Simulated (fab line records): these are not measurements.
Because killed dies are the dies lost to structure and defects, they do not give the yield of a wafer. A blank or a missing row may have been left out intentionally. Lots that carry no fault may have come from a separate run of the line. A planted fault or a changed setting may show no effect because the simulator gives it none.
Which tool is to blame?    flow nandHarc    6 lots (18 wafers sampled), 1 step of a 1302-step route

== WHAT THE GAUGES SHOWED, per wafer ==
NHARC_A_SLIT_CD_MEAS_21.
lot   measured      on        cdNm (nm)
L977  day 21 23:59  cdSem-01  290.5 291.8 290.7
L980  day 22 14:15  cdSem-03  290.4 288.8 289.9
L982  day 23 19:46  cdSem-02  288.2 289.7 288.9
L984  day 25 01:23  cdSem-01  289.9 289.8 290.1
L990  day 26 06:44  cdSem-03  291.4 290.2 290.7
L991  day 28 08:38  cdSem-03  289.5 290.2 289.5

== WHICH TOOL RAN EACH LOT (tool, then ch and the chambers of the sampled wafers, then the start) ==
The record holds no process step before these readings.

== THE ANSWER, worked out from the rows above alone ==
Rule: the lots themselves supply what counts as usual. Put in order of their means at a reading, lots are off if they are a third of the lots or fewer, leave a main group of 4 or more, and stand apart from it by a gap of 3 or more times the standard deviation of the main group's means; of several such gaps the widest counts. If all means in a main group match to the digits the tables above print for the reading, that group is not used. A lot without any number at a reading at which 4 lots or more have one is off too. Any other lot the step has rows for is counted as sound.
Across all readings shown, no lot is off: no conclusion can be drawn from this.

== WHAT WAS PUT IN BY THE SIMULATOR ==
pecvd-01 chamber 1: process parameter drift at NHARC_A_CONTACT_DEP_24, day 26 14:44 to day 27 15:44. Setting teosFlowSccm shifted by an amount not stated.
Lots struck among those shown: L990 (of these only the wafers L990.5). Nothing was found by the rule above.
